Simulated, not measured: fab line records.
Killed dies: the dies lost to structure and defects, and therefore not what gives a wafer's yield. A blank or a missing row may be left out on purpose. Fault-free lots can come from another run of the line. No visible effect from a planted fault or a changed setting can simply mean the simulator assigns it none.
Which tool did it? / flow nand-harc / 39 wafers from 13 lots sampled at 5 of the route's 1302 steps

== WHAT EACH GAUGE READ, for each wafer ==
NHARC_END_SORT_01. Usual: killed-at-array 58, standard deviation 22; killed-at-other 1.0, standard deviation 1.3; killed-at-periphery 5, standard deviation 3.4; killed-dies 64, standard deviation 22; killed-open 3.6, standard deviation 1.8; killed-short 2.4, standard deviation 1.7.
lot=L373; measured=day 24 19:07; on=prober-01; killed-at-array=72 67 59; killed-at-other=0 0 0; killed-at-periphery=2 1 2; killed-dies=74 68 61; killed-open=6 2 2; killed-short=3 1 3; flag=
lot=L375; measured=day 25 05:29; on=prober-01; killed-at-array=55 50 55; killed-at-other=0 1 1; killed-at-periphery=3 0 1; killed-dies=58 51 57; killed-open=4 1 4; killed-short=2 1 4; flag=
lot=L378; measured=day 27 06:52; on=prober-01; killed-at-array=34 27 34; killed-at-other=4 2 0; killed-at-periphery=4 8 3; killed-dies=42 37 37; killed-open=8 6 4; killed-short=1 2 3; flag=
lot=L380; measured=day 27 11:55; on=prober-02; killed-at-array=77 77 80; killed-at-other=0 1 1; killed-at-periphery=4 2 2; killed-dies=81 80 83; killed-open=4 2 4; killed-short=2 1 6; flag=
lot=L381; measured=day 27 23:46; on=prober-01; killed-at-array=674 673 674; killed-at-other=0 2 0; killed-at-periphery=3 2 3; killed-dies=677 677 677; killed-open=5 5 2; killed-short=1 4 0; flag=OFF
lot=L382; measured=day 28 00:34; on=prober-02; killed-at-array=670 670 673; killed-at-other=4 2 2; killed-at-periphery=3 5 2; killed-dies=677 677 677; killed-open=2 1 2; killed-short=0 2 0; flag=OFF
lot=L384; measured=day 28 19:41; on=prober-01; killed-at-array=671 670 673; killed-at-other=1 0 0; killed-at-periphery=5 7 4; killed-dies=677 677 677; killed-open=5 4 4; killed-short=2 2 0; flag=OFF
lot=L383; measured=day 28 10:22; on=prober-02; killed-at-array=51 41 39; killed-at-other=1 0 0; killed-at-periphery=5 5 0; killed-dies=57 46 39; killed-open=4 3 2; killed-short=3 0 1; flag=
lot=L391; measured=day 32 06:52; on=prober-01; killed-at-array=60 57 47; killed-at-other=4 0 3; killed-at-periphery=4 8 1; killed-dies=68 65 51; killed-open=4 4 1; killed-short=3 2 2; flag=
lot=L392; measured=day 32 06:04; on=prober-02; killed-at-array=87 71 67; killed-at-other=0 1 1; killed-at-periphery=3 8 9; killed-dies=90 80 77; killed-open=5 4 4; killed-short=1 0 4; flag=
lot=L394; measured=day 33 03:52; on=prober-02; killed-at-array=26 27 28; killed-at-other=1 0 1; killed-at-periphery=3 3 3; killed-dies=30 30 32; killed-open=4 2 4; killed-short=6 4 3; flag=
lot=L396; measured=day 33 21:13; on=prober-02; killed-at-array=55 44 55; killed-at-other=0 0 1; killed-at-periphery=3 3 3; killed-dies=58 47 59; killed-open=2 3 4; killed-short=3 0 2; flag=
lot=L395; measured=day 33 11:53; on=prober-01; killed-at-array=84 73 60; killed-at-other=2 2 0; killed-at-periphery=16 14 14; killed-dies=102 89 74; killed-open=7 5 5; killed-short=3 4 2; flag=

== TOOL THAT RAN EACH LOT (tool first, then ch and the chambers of the sampled wafers, then the start) ==
lot=L373; NHARC_A_WL_FILL_STRIP_27=plasma-asher-02 ch 0,1, day 20 18:02; NHARC_A_WL_FILL_ETCHBACK_26=rie-si-02 ch 1,3, day 21 11:59; NHARC_A_WL_FILL_ALD_19=ald-metal-02 ch 0,1,3, day 21 12:17; NHARC_A_CONTACT_DEP_29=pecvd-02 ch 0,2, day 21 18:03
lot=L375; NHARC_A_WL_FILL_STRIP_27=plasma-asher-02 ch 0,1, day 21 07:43; NHARC_A_WL_FILL_ETCHBACK_26=rie-si-04 ch 1,2,3, day 22 01:21; NHARC_A_WL_FILL_ALD_19=ald-metal-01 ch 1,2,3, day 22 01:37; NHARC_A_CONTACT_DEP_29=pecvd-03 ch 0,1, day 22 08:01
lot=L378; NHARC_A_WL_FILL_STRIP_27=plasma-asher-02 ch 0,1, day 23 00:13; NHARC_A_WL_FILL_ETCHBACK_26=rie-si-03 ch 0,1,3, day 23 15:58; NHARC_A_WL_FILL_ALD_19=ald-metal-02 ch 0,1,2, day 23 16:13; NHARC_A_CONTACT_DEP_29=pecvd-02 ch 1,2, day 23 22:01
lot=L380; NHARC_A_WL_FILL_STRIP_27=plasma-asher-01 ch 0,1, day 23 07:13; NHARC_A_WL_FILL_ETCHBACK_26=rie-si-04 ch 1,3, day 23 22:59; NHARC_A_WL_FILL_ALD_19=ald-metal-01 ch 2,3, day 23 23:14; NHARC_A_CONTACT_DEP_29=pecvd-03 ch 0,2, day 24 09:45
lot=L381; NHARC_A_WL_FILL_STRIP_27=plasma-asher-02 ch 0,1, day 23 21:14; NHARC_A_WL_FILL_ETCHBACK_26=rie-si-04 ch 0,1,2, day 24 13:38; NHARC_A_WL_FILL_ALD_19=ald-metal-02 ch 0,1,3, day 24 13:57; NHARC_A_CONTACT_DEP_29=-
lot=L382; NHARC_A_WL_FILL_STRIP_27=plasma-asher-01 ch 0,1, day 23 21:19; NHARC_A_WL_FILL_ETCHBACK_26=rie-si-03 ch 0,1,3, day 24 13:40; NHARC_A_WL_FILL_ALD_19=ald-metal-01 ch 2,3, day 24 13:56; NHARC_A_CONTACT_DEP_29=-
lot=L384; NHARC_A_WL_FILL_STRIP_27=plasma-asher-02 ch 0,1, day 24 15:13; NHARC_A_WL_FILL_ETCHBACK_26=rie-si-02 ch 0,1,2, day 25 06:26; NHARC_A_WL_FILL_ALD_19=ald-metal-01 ch 0,2, day 25 06:42; NHARC_A_CONTACT_DEP_29=-
lot=L383; NHARC_A_WL_FILL_STRIP_27=plasma-asher-01 ch 0,1, day 24 15:22; NHARC_A_WL_FILL_ETCHBACK_26=rie-si-04 ch 0,1,3, day 25 06:24; NHARC_A_WL_FILL_ALD_19=ald-metal-02 ch 0,1,2, day 25 06:42; NHARC_A_CONTACT_DEP_29=pecvd-03 ch 0,1, day 25 13:33
lot=L391; NHARC_A_WL_FILL_STRIP_27=plasma-asher-01 ch 0,1, day 28 03:56; NHARC_A_WL_FILL_ETCHBACK_26=rie-si-04 ch 0,1,3, day 28 21:22; NHARC_A_WL_FILL_ALD_19=ald-metal-02 ch 0,3, day 28 21:37; NHARC_A_CONTACT_DEP_29=pecvd-03 ch 0,1, day 29 05:55
lot=L392; NHARC_A_WL_FILL_STRIP_27=plasma-asher-02 ch 0,1, day 28 07:47; NHARC_A_WL_FILL_ETCHBACK_26=rie-si-02 ch 0,3, day 29 00:25; NHARC_A_WL_FILL_ALD_19=ald-metal-01 ch 2,3, day 29 00:41; NHARC_A_CONTACT_DEP_29=pecvd-03 ch 1,2, day 29 08:44
lot=L394; NHARC_A_WL_FILL_STRIP_27=plasma-asher-02 ch 0,1, day 29 03:04; NHARC_A_WL_FILL_ETCHBACK_26=rie-si-04 ch 0,2,3, day 29 19:31; NHARC_A_WL_FILL_ALD_19=ald-metal-01 ch 0,3, day 29 19:47; NHARC_A_CONTACT_DEP_29=pecvd-03 ch 1,2, day 30 02:06
lot=L396; NHARC_A_WL_FILL_STRIP_27=plasma-asher-01 ch 0,1, day 29 14:56; NHARC_A_WL_FILL_ETCHBACK_26=rie-si-04 ch 0,2, day 30 10:28; NHARC_A_WL_FILL_ALD_19=ald-metal-02 ch 0,1, day 30 10:44; NHARC_A_CONTACT_DEP_29=pecvd-04 ch 0,1, day 30 19:49
lot=L395; NHARC_A_WL_FILL_STRIP_27=plasma-asher-02 ch 0,1, day 29 15:13; NHARC_A_WL_FILL_ETCHBACK_26=rie-si-03 ch 0,2,3, day 30 07:29; NHARC_A_WL_FILL_ALD_19=ald-metal-02 ch 0,2, day 30 07:45; NHARC_A_CONTACT_DEP_29=pecvd-02 ch 1,2, day 30 13:41
- NHARC_A_WL_FILL_STRIP_27: strips in N2/H2, time 20 s.
- NHARC_A_WL_FILL_ETCHBACK_26: etches the open film in HBr, target depth 52 nm, time 13.3 s.
- NHARC_A_WL_FILL_ALD_19: deposits TiN, target thk 2 nm, pulse time 3 s, ald cycles 100.
- NHARC_A_CONTACT_DEP_29: deposits SiON, target thk 100 nm.

== AS READ BY THE TOOLS THEMSELVES (means over the sampled wafers that have a number; for cases with no such wafer, the mark the record gives instead) ==
NHARC_A_WL_FILL_STRIP_27. Usual: drypump-motor-current-A 5.7 A, standard deviation 0.66; heater-power-w 305 W, standard deviation 31.
lot=L373; tool=plasma-asher-02; drypump-motor-current-A (A)=6.3; heater-power-w (W)=287; flag=
lot=L375; tool=plasma-asher-02; drypump-motor-current-A (A)=6.3; heater-power-w (W)=281; flag=
lot=L378; tool=plasma-asher-02; drypump-motor-current-A (A)=6.3; heater-power-w (W)=292; flag=
lot=L380; tool=plasma-asher-01; drypump-motor-current-A (A)=5.1; heater-power-w (W)=309; flag=
lot=L381; tool=plasma-asher-02; drypump-motor-current-A (A)=6.3; heater-power-w (W)=289; flag=
lot=L382; tool=plasma-asher-01; drypump-motor-current-A (A)=5.1; heater-power-w (W)=311; flag=
lot=L384; tool=plasma-asher-02; drypump-motor-current-A (A)=6.3; heater-power-w (W)=294; flag=
lot=L383; tool=plasma-asher-01; drypump-motor-current-A (A)=5.1; heater-power-w (W)=307; flag=
lot=L391; tool=plasma-asher-01; drypump-motor-current-A (A)=5.1; heater-power-w (W)=306; flag=
lot=L392; tool=plasma-asher-02; drypump-motor-current-A (A)=6.2; heater-power-w (W)=321; flag=
lot=L394; tool=plasma-asher-02; drypump-motor-current-A (A)=6.2; heater-power-w (W)=316; flag=
lot=L396; tool=plasma-asher-01; drypump-motor-current-A (A)=4.9; heater-power-w (W)=338; flag=
lot=L395; tool=plasma-asher-02; drypump-motor-current-A (A)=6.3; heater-power-w (W)=317; flag=

NHARC_A_WL_FILL_ETCHBACK_26. Usual: drypump-motor-current-A 5.6 A, standard deviation 0.32; oes-product-au 1.001 a.u., standard deviation 0.015; throttle-valve-pct 23.266 %, standard deviation 0.0078.
lot=L373; tool=rie-si-02; drypump-motor-current-A (A)=5.8; oes-product-au (a.u.)=1.010; throttle-valve-pct (%)=23.267; flag=
lot=L375; tool=rie-si-04; drypump-motor-current-A (A)=5.4; oes-product-au (a.u.)=0.999; throttle-valve-pct (%)=23.262; flag=
lot=L378; tool=rie-si-03; drypump-motor-current-A (A)=5.8; oes-product-au (a.u.)=0.982; throttle-valve-pct (%)=23.272; flag=
lot=L380; tool=rie-si-04; drypump-motor-current-A (A)=5.2; oes-product-au (a.u.)=1.004; throttle-valve-pct (%)=23.272; flag=
lot=L381; tool=rie-si-04; drypump-motor-current-A (A)=5.5; oes-product-au (a.u.)=1.000; throttle-valve-pct (%)=23.270; flag=
lot=L382; tool=rie-si-03; drypump-motor-current-A (A)=5.7; oes-product-au (a.u.)=0.987; throttle-valve-pct (%)=23.270; flag=
lot=L384; tool=rie-si-02; drypump-motor-current-A (A)=5.7; oes-product-au (a.u.)=1.002; throttle-valve-pct (%)=23.271; flag=
lot=L383; tool=rie-si-04; drypump-motor-current-A (A)=5.3; oes-product-au (a.u.)=0.995; throttle-valve-pct (%)=23.268; flag=
lot=L391; tool=rie-si-04; drypump-motor-current-A (A)=5.3; oes-product-au (a.u.)=0.991; throttle-valve-pct (%)=23.268; flag=
lot=L392; tool=rie-si-02; drypump-motor-current-A (A)=5.6; oes-product-au (a.u.)=1.010; throttle-valve-pct (%)=23.260; flag=
lot=L394; tool=rie-si-04; drypump-motor-current-A (A)=5.5; oes-product-au (a.u.)=1.004; throttle-valve-pct (%)=23.266; flag=
lot=L396; tool=rie-si-04; drypump-motor-current-A (A)=5.6; oes-product-au (a.u.)=1.007; throttle-valve-pct (%)=23.269; flag=
lot=L395; tool=rie-si-03; drypump-motor-current-A (A)=5.8; oes-product-au (a.u.)=0.994; throttle-valve-pct (%)=23.265; flag=

NHARC_A_WL_FILL_ALD_19. Usual: heater-power-outer-w 697 W, standard deviation 72; heater-power-w 1068 W, standard deviation 90; precursor-pulse-height-rel 1.000, standard deviation 0.019.
lot=L373; tool=ald-metal-02; heater-power-outer-w (W)=704; heater-power-w (W)=1032; precursor-pulse-height-rel=0.976; flag=
lot=L375; tool=ald-metal-01; heater-power-outer-w (W)=761; heater-power-w (W)=1126; precursor-pulse-height-rel=0.993; flag=
lot=L378; tool=ald-metal-02; heater-power-outer-w (W)=690; heater-power-w (W)=1058; precursor-pulse-height-rel=0.987; flag=
lot=L380; tool=ald-metal-01; heater-power-outer-w (W)=739; heater-power-w (W)=1069; precursor-pulse-height-rel=0.984; flag=
lot=L381; tool=ald-metal-02; heater-power-outer-w (W)=-; heater-power-w (W)=-; precursor-pulse-height-rel=-; flag=OFF
lot=L382; tool=ald-metal-01; heater-power-outer-w (W)=-; heater-power-w (W)=-; precursor-pulse-height-rel=-; flag=OFF
lot=L384; tool=ald-metal-01; heater-power-outer-w (W)=-; heater-power-w (W)=-; precursor-pulse-height-rel=-; flag=OFF
lot=L383; tool=ald-metal-02; heater-power-outer-w (W)=704; heater-power-w (W)=1065; precursor-pulse-height-rel=1.011; flag=
lot=L391; tool=ald-metal-02; heater-power-outer-w (W)=672; heater-power-w (W)=1025; precursor-pulse-height-rel=1.010; flag=
lot=L392; tool=ald-metal-01; heater-power-outer-w (W)=741; heater-power-w (W)=1069; precursor-pulse-height-rel=1.015; flag=
lot=L394; tool=ald-metal-01; heater-power-outer-w (W)=732; heater-power-w (W)=1062; precursor-pulse-height-rel=0.995; flag=
lot=L396; tool=ald-metal-02; heater-power-outer-w (W)=743; heater-power-w (W)=1071; precursor-pulse-height-rel=0.987; flag=
lot=L395; tool=ald-metal-02; heater-power-outer-w (W)=656; heater-power-w (W)=1047; precursor-pulse-height-rel=1.000; flag=

NHARC_A_CONTACT_DEP_29. Usual: 755 W for heater-power-w, sd 110.
lot=L373; tool=pecvd-02; heater-power-w (W)=817; flag=
lot=L375; tool=pecvd-03; heater-power-w (W)=785; flag=
lot=L378; tool=pecvd-02; heater-power-w (W)=705; flag=
lot=L380; tool=pecvd-03; heater-power-w (W)=786; flag=
lot=L383; tool=pecvd-03; heater-power-w (W)=733; flag=
lot=L391; tool=pecvd-03; heater-power-w (W)=803; flag=
lot=L392; tool=pecvd-03; heater-power-w (W)=829; flag=
lot=L394; tool=pecvd-03; heater-power-w (W)=821; flag=
lot=L396; tool=pecvd-04; heater-power-w (W)=678; flag=
lot=L395; tool=pecvd-02; heater-power-w (W)=684; flag=

== THE ANSWER, worked out from the rows above alone ==
Rule: a lot counts as off when the mean over its wafers that have a number is more than 3 standard deviations away from the usual mean. Also off: a lot with no number at a reading for which 4 or more lots have one. All remaining lots with rows at the step are treated as sound. First the gauges in route order, then the tools' own readings, where a lot's mean is used as printed above. The first step at which some lot is off is used, and at that step the reading that is off furthest; a lot without a number counts as furthest.
Off, at NHARC_END_SORT_01 on killed-at-array: L381, L382, L384.
A tool fits if, at a process step before that reading, it ran every lot that is off, and no sound lot after the first of them. Not tried: the gauges at NHARC_END_SORT_01; whatever is off there is also off at NHARC_A_WL_FILL_ALD_19, on other tools, and gauge error can't account for it. Not one of the candidates tried fits.

== WHAT HAD BEEN PUT IN BY THE SIMULATOR ==
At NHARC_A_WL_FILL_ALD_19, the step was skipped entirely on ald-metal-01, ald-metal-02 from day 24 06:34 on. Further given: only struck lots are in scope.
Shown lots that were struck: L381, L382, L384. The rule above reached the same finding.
